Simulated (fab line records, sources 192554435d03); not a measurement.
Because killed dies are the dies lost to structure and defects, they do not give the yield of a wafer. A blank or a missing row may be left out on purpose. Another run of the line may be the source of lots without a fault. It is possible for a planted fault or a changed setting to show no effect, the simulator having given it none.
A lot that was struck, set against a sound lot || flow n5-finfet || 15 steps out of a route of 1938
Sound: these wafers, L279.1, L279.2, L279.5. Struck: wafer L288.3 (L288.1, L288.6, from the same lot, were not struck and are left out); the cause is given at the end.
At each step with rows: each side's tool, then ch and its chambers, then its first start. Under that, the readings that differ: sound wafers || struck wafers || difference of the means || sigmas: that difference in standard deviations of wafers without a fault.
alike: words and numbers the same on both sides, and readings whose means are apart by under 2 such deviations; not compared: readings that were withheld, readings missing a value for some wafer, numbers with overlapping values and no deviation given by the record, and bounds like >300 which may hide the same value.
The two part at a step that has a row with sigmas, a row that says differs or no value, or rows on one side only. When numbers do not overlap yet have no deviation, they are printed without sigmas and do not part them. A reading missing from all wafers of one side parts the sides only when that side holds two or more wafers.

first, 6 steps without rows for these wafers: N5_BEOL_M15_EBR_06; N5_BEOL_M15_SOFTBAKE_05 (time 60 s); N5_BEOL_M15_EXPOSE_07 (exposes mask V14); N5_BEOL_M15_PEB_08 (peb time 90 s); N5_BEOL_M15_DEVELOP_09 (develop time 45 s); N5_BEOL_M15_HARDBAKE_14 (time 120 s).
N5_BEOL_M15_CD_MEAS_10 targets a cd of 360 nm.
  sound on cd-sem-01 ch 0, day 11 14:25; struck on cd-sem-02 ch 0, day 15 14:17
  alike: cd-nm
N5_BEOL_M15_OVL_MEAS_11:
  sound on overlay-01 ch 0, day 11 14:27; struck on overlay-02 ch 0, day 15 14:19
  alike: V14_OVL
N5_BEOL_M15_INSPECT_12: inspects for defects (macro).
  sound on defect-inspect-01, day 11 14:29; struck on defect-inspect-02, day 15 14:21
  alike: raw-defect-count
N5_BEOL_M15_DESCUM_15: chemistry O2, time 7.9 s.
  sound on rie-diel-04 ch 0,2,3, day 11 14:31; struck on rie-diel-06 ch 1, day 15 14:23
  alike: drypump-motor-current-A, oes-product-au, rf-vpp-V, showerhead-plenum-p-Torr, throttle-valve-pct
  not compared: rf-hours-counter-h
N5_BEOL_M15_ETCH_59: etches BARC in N2/H2, target depth 89 nm, overetch 26.7 nm, time 67.9 s.
  sound on rie-diel-04 ch 0,2,3, day 11 14:33; struck on rie-diel-06 ch 1, day 15 14:25
  alike: drypump-motor-current-A, oes-product-au, rf-vpp-V, showerhead-plenum-p-Torr, throttle-valve-pct
  not compared: rf-hours-counter-h
N5_BEOL_M15_VIA_ETCH_16: etches SiO2 in C4F8/O2/Ar, target depth 1792.2 nm.
  sound on rie-diel-04 ch 0,2,3, day 11 14:36; struck on rie-diel-06 ch 1, day 15 14:28
  alike: O2_flow_sccm, drypump-motor-current-A, oes-product-au, rf-vpp-V, showerhead-plenum-p-Torr, throttle-valve-pct
N5_BEOL_M15_STRIP_63: strips in O2.
  sound on rie-diel-04 ch 0,2,3, day 11 14:00; struck on rie-diel-06 ch 1, day 15 14:00
{"reading": "chamber-pressure-mTorr (mTorr)", "sound": "30.00 29.97 29.98", "struck": 21.03, "difference": -8.95, "sigmas": "-99 or more"}
  alike: drypump-motor-current-A, oes-product-au, rf-vpp-V, showerhead-plenum-p-Torr, throttle-valve-pct
  not compared: rf-hours-counter-h
N5_BEOL_M15_STRIP_64: strips in O2.
  sound: rie-diel-04 ch 0,2,3; struck: rie-diel-06 ch 1
  alike: chamber-pressure-mTorr, drypump-motor-current-A, oes-product-au, rf-vpp-V, showerhead-plenum-p-Torr, throttle-valve-pct
  not compared: rf-hours-counter-h
N5_PASSIVATION_PROBE_49:
  sound on prober-01, day 12 14:44; struck on prober-02, day 16 12:06
{"reading": "killed_at_M0_to_M3", "sound": "35 36 40", "struck": 15, "difference": -22, "sigmas": -2}
{"reading": "killed_at_M4_up", "sound": "13 8 13", "struck": 34, "difference": "+23", "sigmas": "+4"}
  alike: defect-limited-yield, killed-at-contacts, killed-at-front-end, killed-at-other, killed-dies, killed-open, killed-short, sort_bin_4_leakage, sort_bin_5_function, sort_bin_6_memory, sort_bin_8_speed, sort-n-pass, sort-yield-pct

== WHERE THEY PART ==
First at N5_BEOL_M15_STRIP_63; last, within this record, at N5_PASSIVATION_PROBE_49.

WHY: whatever the simulator had introduced
rie-diel-06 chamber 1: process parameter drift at N5_BEOL_M15_STRIP_63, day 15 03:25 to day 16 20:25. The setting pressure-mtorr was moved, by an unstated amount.
